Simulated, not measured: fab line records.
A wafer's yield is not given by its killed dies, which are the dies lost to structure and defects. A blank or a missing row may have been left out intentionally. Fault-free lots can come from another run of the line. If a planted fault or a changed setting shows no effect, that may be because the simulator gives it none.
Which tool did it? | flow nand harc | 24 lots, 72 wafers sampled, at 6 steps of a route of 1302

== WHAT EACH GAUGE READ, for each wafer ==
The record holds no reading of a measuring or inspecting step that can be judged against a usual standard deviation.

== WHAT TOOL EACH LOT RAN ON (gives the tool, then ch and the chambers of the sampled wafers, and finally the start) ==
lot  | NHARC_P_BONDPAD_PVD_27                  | NHARC_A_CHANNEL_HOLE_D1_DEP_01  | NHARC_A_CHANNEL_HOLE_D1_ETCH_20  | NHARC_A_CHANNEL_HOLE_D1_ETCH_25  | NHARC_A_CHANNEL_HOLE_D1_ETCH_26  | NHARC_A_CHANNEL_HOLE_D1_STRIP_27
L075 | pvd sputter-01, day 8 12:29 or earlier  | pecvd-03 ch 1,2, day 8 12:29    | har etch-01 ch 0,1, day 8 14:41  | har etch-01 ch 0,1, day 8 17:34  | har etch-01 ch 0,1, day 8 18:20  | rie diel-06 ch 0,1,2, no start
L074 | pvd sputter-03, day 8 12:31 or earlier  | pecvd-02 ch 1,2, day 8 12:31    | har etch-02 ch 0,1, day 8 14:54  | har etch-02 ch 0,1, day 8 17:54  | har etch-02 ch 0,1, day 8 18:33  | rie diel-06 ch 0,2,3, no start
L076 | pvd sputter-03, day 9 13:23 or earlier  | pecvd-01 ch 0,1,2, day 9 13:23  | har etch-01 ch 0,1, day 9 15:35  | har etch-01 ch 0,1, day 9 18:21  | har etch-01 ch 0,1, day 9 19:13  | rie diel-06 ch 2,3, no start
L077 | pvd sputter-02, day 10 00:10 or earlier | pecvd-01 ch 0,1,2, day 10 00:10 | har etch-01 ch 0,1, day 10 02:30 | har etch-01 ch 0,1, day 10 05:34 | har etch-01 ch 0,1, day 10 06:06 | rie diel-13 ch 1,2, no start
L078 | pvd sputter-02, day 10 00:17 or earlier | pecvd-02 ch 1,2, day 10 00:17   | har etch-02 ch 0,1, day 10 04:35 | har etch-02 ch 0,1, day 10 07:27 | har etch-02 ch 0,1, day 10 08:13 | rie diel-13 ch 0,1,3, no start
L079 | pvd sputter-01, day 10 07:14 or earlier | pecvd-02 ch 0,1,2, day 10 07:14 | har etch-01 ch 0,1, day 10 10:20 | har etch-01 ch 0,1, day 10 13:08 | har etch-01 ch 0,1, day 10 14:01 | rie diel-13 ch 0,2,3, no start
L080 | pvd sputter-02, day 11 09:26 or earlier | pecvd-02 ch 0,1,2, day 11 09:26 | har etch-01 ch 0, day 11 13:57   | har etch-01 ch 0, day 11 16:50   | har etch-01 ch 0, day 11 17:35   | rie diel-06 ch 0,2,3, no start
L081 | pvd sputter-01, day 11 07:34 or earlier | pecvd-03 ch 0,1,2, day 11 07:34 | har etch-01 ch 1, day 11 09:46   | har etch-01 ch 1, day 11 12:40   | har etch-01 ch 1, day 11 13:26   | rie diel-06 ch 0,2,3, no start
L082 | pvd sputter-03, day 11 18:52 or earlier | pecvd-01 ch 0,1,2, day 11 18:52 | har etch-02 ch 0,1, day 11 23:11 | har etch-02 ch 0,1, day 12 02:03 | har etch-02 ch 0,1, day 12 02:50 | rie diel-06 ch 0,1,3, no start
L083 | pvd sputter-03, day 12 00:43 or earlier | pecvd-03 ch 0,1,2, day 12 00:43 | har etch-01 ch 0,1, day 12 02:54 | har etch-01 ch 0,1, day 12 05:41 | har etch-01 ch 0,1, day 12 06:35 | rie diel-06 ch 1,2, no start
L084 | pvd sputter-03, day 12 19:16 or earlier | pecvd-01 ch 0,1, day 12 19:16   | har etch-02 ch 0, day 12 22:08   | har etch-02 ch 0, day 13 03:42   | har etch-02 ch 0, day 13 05:27   | rie diel-06 ch 0,2,3, no start
L085 | pvd sputter-02, day 12 19:13 or earlier | pecvd-02 ch 0,1, day 12 19:13   | har etch-01 ch 0,1, day 12 21:34 | har etch-01 ch 0,1, day 13 00:22 | har etch-01 ch 0,1, day 13 01:16 | rie diel-06 ch 0,1,2, no start
L086 | pvd sputter-01, day 13 18:06 or earlier | pecvd-01 ch 1,2, day 13 18:06   | har etch-02 ch 0,1, day 13 20:14 | har etch-02 ch 0,1, day 13 23:01 | har etch-02 ch 0,1, day 13 23:54 | rie diel-13 ch 1,2,3, no start
L087 | pvd sputter-01, day 14 04:04 or earlier | pecvd-02 ch 0,2, day 14 04:04   | har etch-01 ch 0,1, day 14 06:19 | har etch-01 ch 0,1, day 14 09:13 | har etch-01 ch 0,1, day 14 09:58 | rie diel-06 ch 0,1,2, no start
L089 | pvd sputter-01, day 14 13:16 or earlier | pecvd-01 ch 0,1, day 14 13:16   | har etch-02 ch 0,1, day 14 18:06 | har etch-02 ch 0,1, day 14 23:37 | har etch-02 ch 0,1, day 15 00:17 | rie diel-06 ch 1,3, no start
L088 | pvd sputter-03, day 14 12:42 or earlier | pecvd-03 ch 0,1, day 14 12:42   | har etch-01 ch 0,1, day 14 14:58 | har etch-01 ch 0,1, day 14 17:46 | har etch-01 ch 0,1, day 14 18:39 | rie diel-06 ch 1,2,3, no start
L090 | pvd sputter-03, day 15 02:17 or earlier | pecvd-02 ch 0,2, day 15 02:17   | har etch-01 ch 0,1, day 15 05:08 | har etch-01 ch 0,1, day 15 08:01 | har etch-01 ch 0,1, day 15 08:47 | rie diel-06 ch 1,2,3, no start
L091 | pvd sputter-02, day 15 02:23 or earlier | pecvd-03 ch 0,1,2, day 15 02:23 | har etch-02 ch 0,1, day 15 09:08 | har etch-02 ch 0,1, day 15 12:05 | har etch-02 ch 0,1, day 15 12:44 | rie diel-06 ch 0,3, no start
L092 | pvd sputter-02, day 15 22:40 or earlier | pecvd-01 ch 1,2, day 15 22:40   | har etch-02 ch 0,1, day 16 00:47 | har etch-02 ch 0,1, day 16 03:40 | har etch-02 ch 0,1, day 16 04:26 | rie diel-03 ch 0,2,3, no start
L093 | pvd sputter-02, day 16 17:28 or earlier | pecvd-01 ch 0,1,2, day 16 17:28 | har etch-01 ch 0,1, day 16 19:41 | har etch-01 ch 0,1, day 16 22:39 | har etch-01 ch 0,1, day 16 23:18 | rie diel-06 ch 0,1, no start
L094 | pvd sputter-03, day 16 18:28 or earlier | pecvd-01 ch 0,1, day 16 18:28   | har etch-01 ch 0,1, day 16 23:43 | har etch-01 ch 0,1, day 17 02:31 | har etch-01 ch 0,1, day 17 03:23 | rie diel-06 ch 1,2,3, no start
L095 | pvd sputter-03, day 17 05:06 or earlier | pecvd-02 ch 0,1,2, day 17 05:06 | har etch-02 ch 1, day 17 10:07   | har etch-02 ch 1, day 17 12:54   | har etch-02 ch 1, day 17 13:47   | rie diel-06 ch 0,2,3, no start
L096 | pvd sputter-03, day 17 18:30 or earlier | pecvd-03 ch 0,1,2, day 17 18:30 | har etch-01 ch 0,1, day 17 20:41 | har etch-01 ch 0,1, day 17 23:46 | har etch-01 ch 0,1, day 18 00:17 | rie diel-06 ch 0,1,2, no start
L097 | pvd sputter-03, day 17 20:23 or earlier | pecvd-01 ch 1,2, day 17 20:23   | har etch-02 ch 0,1, day 17 22:27 | har etch-02 ch 0,1, day 18 01:20 | har etch-02 ch 0,1, day 18 02:05 | rie diel-13 ch 2,3, no start
- NHARC_P_BONDPAD_PVD_27: deposits Cu, target thk 30 nm, time 20.49 s.
- NHARC_A_CHANNEL_HOLE_D1_DEP_01: deposits SiON, target thk 140 nm.
- NHARC_A_CHANNEL_HOLE_D1_ETCH_20: etches the open film in C4F8/O2/Ar, time 361.9 s, target depth 1600 nm.
- NHARC_A_CHANNEL_HOLE_D1_ETCH_25: etches the open film in C4F8/O2/Ar, time 1040.2 s, target depth 1500 nm.
- NHARC_A_CHANNEL_HOLE_D1_ETCH_26: etches the open film in C4F8/O2/Ar, time 224.1 s, target depth 300 nm.
- NHARC_A_CHANNEL_HOLE_D1_STRIP_27: strips in O2.

== WHAT THE TOOLS THEMSELVES READ (means of the sampled wafers that have a number; where no wafer has one, the mark that the record gives instead) ==
NHARC_P_BONDPAD_PVD_27.
lot  | tool           | substrate temp c (C) | throttle valve pct (%)
L075 | pvd sputter-01 | 30.02                | 30.1
L074 | pvd sputter-03 | 30.02                | 30.3
L076 | pvd sputter-03 | 30.13                | 29.9
L077 | pvd sputter-02 | 29.92                | 28.9
L078 | pvd sputter-02 | 30.20                | 29.1
L079 | pvd sputter-01 | 30.05                | 29.6
L080 | pvd sputter-02 | 30.09                | 28.7
L081 | pvd sputter-01 | 30.04                | 30.2
L082 | pvd sputter-03 | 29.99                | 30.5
L083 | pvd sputter-03 | 29.96                | 30.6
L084 | pvd sputter-03 | 30.09                | 30.7
L085 | pvd sputter-02 | 29.93                | 29.1
L086 | pvd sputter-01 | 29.84                | 30.2
L087 | pvd sputter-01 | 30.04                | 30.2
L089 | pvd sputter-01 | 30.05                | 30.6
L088 | pvd sputter-03 | 30.01                | 30.6
L090 | pvd sputter-03 | 30.04                | 30.6
L091 | pvd sputter-02 | 30.09                | 29.9
L092 | pvd sputter-02 | 29.96                | 30.0
L093 | pvd sputter-02 | 29.92                | 29.7
L094 | pvd sputter-03 | 29.97                | 30.6
L095 | pvd sputter-03 | 30.06                | 30.6
L096 | pvd sputter-03 | 29.99                | 30.3
L097 | pvd sputter-03 | 30.00                | 30.1

NHARC_A_CHANNEL_HOLE_D1_DEP_01.
lot  | tool     | heater power w (W)
L075 | pecvd-03 | 850
L074 | pecvd-02 | 733
L076 | pecvd-01 | 800
L077 | pecvd-01 | 775
L078 | pecvd-02 | 777
L079 | pecvd-02 | 693
L080 | pecvd-02 | 690
L081 | pecvd-03 | 774
L082 | pecvd-01 | 742
L083 | pecvd-03 | 779
L084 | pecvd-01 | 848
L085 | pecvd-02 | 767
L086 | pecvd-01 | 833
L087 | pecvd-02 | 697
L089 | pecvd-01 | 783
L088 | pecvd-03 | 777
L090 | pecvd-02 | 678
L091 | pecvd-03 | 795
L092 | pecvd-01 | 813
L093 | pecvd-01 | 760
L094 | pecvd-01 | 773
L095 | pecvd-02 | 714
L096 | pecvd-03 | 808
L097 | pecvd-01 | 789

NHARC_A_CHANNEL_HOLE_D1_ETCH_20.
lot  | tool        | drypump motor current A (A) | showerhead plenum p Torr (Torr) | throttle valve pct (%)
L075 | har etch-01 | 5.3                         | 3.64                            | 32.145
L074 | har etch-02 | 6.6                         | 3.50                            | 32.156
L076 | har etch-01 | 5.3                         | 3.68                            | 32.146
L077 | har etch-01 | 5.3                         | 3.67                            | 32.159
L078 | har etch-02 | 6.5                         | 3.49                            | 32.153
L079 | har etch-01 | 5.4                         | 3.67                            | 32.158
L080 | har etch-01 | 5.4                         | 3.57                            | 32.158
L081 | har etch-01 | 5.3                         | 3.71                            | 32.156
L082 | har etch-02 | 6.5                         | 3.47                            | 32.160
L083 | har etch-01 | 5.3                         | 3.66                            | 32.167
L084 | har etch-02 | 5.9                         | 3.63                            | 32.152
L085 | har etch-01 | 5.3                         | 3.65                            | 32.156
L086 | har etch-02 | 6.2                         | 3.73                            | 32.154
L087 | har etch-01 | 5.3                         | 3.64                            | 32.155
L089 | har etch-02 | 6.2                         | 3.72                            | 32.160
L088 | har etch-01 | 5.3                         | 3.64                            | 32.149
L090 | har etch-01 | 5.3                         | 3.63                            | 32.152
L091 | har etch-02 | 6.2                         | 3.72                            | 32.162
L092 | har etch-02 | 6.6                         | 3.81                            | 32.160
L093 | har etch-01 | 5.3                         | 3.62                            | 32.156
L094 | har etch-01 | 5.4                         | 3.58                            | 32.161
L095 | har etch-02 | 6.8                         | 3.91                            | 32.157
L096 | har etch-01 | 5.3                         | 3.57                            | 32.155
L097 | har etch-02 | 6.5                         | 3.91                            | 32.153

NHARC_A_CHANNEL_HOLE_D1_ETCH_25.
lot  | tool        | drypump motor current A (A) | showerhead plenum p Torr (Torr) | throttle valve pct (%)
L075 | har etch-01 | 5.3                         | 3.64                            | 32.233
L074 | har etch-02 | 6.5                         | 3.49                            | 32.241
L076 | har etch-01 | 5.3                         | 3.67                            | 32.226
L077 | har etch-01 | 5.3                         | 3.67                            | 32.235
L078 | har etch-02 | 6.5                         | 3.48                            | 32.232
L079 | har etch-01 | 5.3                         | 3.66                            | 32.221
L080 | har etch-01 | 5.3                         | 3.57                            | 32.239
L081 | har etch-01 | 5.3                         | 3.70                            | 32.242
L082 | har etch-02 | 6.5                         | 3.47                            | 32.241
L083 | har etch-01 | 5.3                         | 3.65                            | 32.233
L084 | har etch-02 | 5.9                         | 3.63                            | 32.225
L085 | har etch-01 | 5.4                         | 3.65                            | 32.229
L086 | har etch-02 | 6.2                         | 3.72                            | 32.233
L087 | har etch-01 | 5.3                         | 3.64                            | 32.234
L089 | har etch-02 | 6.2                         | 3.72                            | 32.230
L088 | har etch-01 | 5.3                         | 3.63                            | 32.236
L090 | har etch-01 | 5.3                         | 3.63                            | 32.231
L091 | har etch-02 | 6.2                         | 3.71                            | 32.244
L092 | har etch-02 | 6.5                         | 3.81                            | 32.235
L093 | har etch-01 | 5.4                         | 3.62                            | 32.236
L094 | har etch-01 | 5.4                         | 3.57                            | 32.239
L095 | har etch-02 | 6.8                         | 3.90                            | 32.228
L096 | har etch-01 | 5.4                         | 3.56                            | 32.236
L097 | har etch-02 | 6.5                         | 3.91                            | 32.238

NHARC_A_CHANNEL_HOLE_D1_ETCH_26.
lot  | tool        | drypump motor current A (A) | showerhead plenum p Torr (Torr) | throttle valve pct (%)
L075 | har etch-01 | 5.4                         | 3.68                            | 24.581
L074 | har etch-02 | 6.5                         | 3.54                            | 24.580
L076 | har etch-01 | 5.3                         | 3.72                            | 24.589
L077 | har etch-01 | 5.3                         | 3.72                            | 24.589
L078 | har etch-02 | 6.5                         | 3.53                            | 24.584
L079 | har etch-01 | 5.3                         | 3.71                            | 24.576
L080 | har etch-01 | 5.4                         | 3.61                            | 24.573
L081 | har etch-01 | 5.3                         | 3.76                            | 24.592
L082 | har etch-02 | 6.5                         | 3.51                            | 24.578
L083 | har etch-01 | 5.3                         | 3.70                            | 24.587
L084 | har etch-02 | 5.9                         | 3.67                            | 24.584
L085 | har etch-01 | 5.3                         | 3.69                            | 24.587
L086 | har etch-02 | 6.2                         | 3.78                            | 24.583
L087 | har etch-01 | 5.4                         | 3.68                            | 24.590
L089 | har etch-02 | 6.2                         | 3.77                            | 24.583
L088 | har etch-01 | 5.4                         | 3.68                            | 24.586
L090 | har etch-01 | 5.3                         | 3.67                            | 24.585
L091 | har etch-02 | 6.2                         | 3.76                            | 24.595
L092 | har etch-02 | 6.5                         | 3.86                            | 24.588
L093 | har etch-01 | 5.3                         | 3.66                            | 24.585
L094 | har etch-01 | 5.4                         | 3.62                            | 24.590
L095 | har etch-02 | 6.9                         | 3.96                            | 24.586
L096 | har etch-01 | 5.3                         | 3.61                            | 24.586
L097 | har etch-02 | 6.5                         | 3.97                            | 24.586

NHARC_A_CHANNEL_HOLE_D1_STRIP_27.
lot  | tool        | drypump motor current A (A) | oes product au (a.u.) | rf vpp V (V) | showerhead plenum p Torr (Torr) | throttle valve pct (%)
L075 | rie diel-06 | 5.9                         | 1.001                 | 58.2         | 3.44                            | 17.040
L074 | rie diel-06 | 5.8                         | 0.998                 | 58.5         | 3.53                            | 17.041
L076 | rie diel-06 | 5.6                         | 1.013                 | 59.0         | 3.67                            | 17.036
L077 | rie diel-13 | 5.6                         | 0.996                 | 57.6         | 3.53                            | 17.037
L078 | rie diel-13 | 5.6                         | 1.006                 | 57.7         | 3.54                            | 17.035
L079 | rie diel-13 | 5.4                         | 0.997                 | 58.1         | 3.60                            | 17.041
L080 | rie diel-06 | 5.8                         | 1.005                 | 58.2         | 3.53                            | 17.037
L081 | rie diel-06 | 5.8                         | 1.005                 | 58.4         | 3.53                            | 17.040
L082 | rie diel-06 | 5.8                         | 1.003                 | 56.8         | 3.38                            | 17.033
L083 | rie diel-06 | 5.7                         | 1.005                 | 57.2         | 3.58                            | 17.046
L084 | rie diel-06 | 5.8                         | 0.993                 | 57.6         | 3.53                            | 17.026
L085 | rie diel-06 | 5.9                         | 1.000                 | 56.9         | 3.44                            | 17.031
L086 | rie diel-13 | 5.5                         | 1.003                 | 57.1         | 3.55                            | 17.034
L087 | rie diel-06 | 5.9                         | 1.005                 | 57.9         | 3.44                            | 17.034
L089 | rie diel-06 | 5.5                         | 1.012                 | 57.1         | 3.37                            | 17.047
L088 | rie diel-06 | 5.6                         | 1.002                 | 57.2         | 3.52                            | 17.042
L090 | rie diel-06 | 5.6                         | 1.012                 | 57.7         | 3.52                            | 17.035
L091 | rie diel-06 | 5.6                         | 1.000                 | 57.9         | 3.46                            | 17.038
L092 | rie diel-03 | 5.9                         | 0.996                 | 57.7         | 3.46                            | 17.028
L093 | rie diel-06 | 6.1                         | 0.999                 | 57.1         | 3.29                            | 17.034
L094 | rie diel-06 | 5.6                         | 1.001                 | 57.1         | 3.52                            | 17.043
L095 | rie diel-06 | 5.8                         | 1.006                 | 57.9         | 3.52                            | 17.033
L096 | rie diel-06 | 5.9                         | 1.002                 | 58.0         | 3.43                            | 17.033
L097 | rie diel-13 | 5.4                         | 1.001                 | 57.3         | 3.57                            | 17.031

== THE ANSWER, worked out from the rows above alone ==
Rule: the lots themselves supply what counts as usual. The widest of any qualifying gaps counts: lots, ordered by their means at a reading, are off when they make up no more than a third of the lots, leave a main group of 4 or more, and stand apart from it by 3 or more times the standard deviation of that group's means. A main group whose means are all the same, to the digits that the tables above print for the reading, isn't used. A lot without any number at a reading at which 4 lots or more have one is off too. Any other lot the step has rows for is counted as sound. After the gauges, taken in route order, come the tools' own readings; for these a lot's mean is taken, as printed above. At the first step where some lot is off, the reading lying furthest off is the one used; lots without a number count as furthest.
Nothing can be told from this: no lot is off at any reading shown.

== WHAT HAD BEEN PUT IN BY THE SIMULATOR ==
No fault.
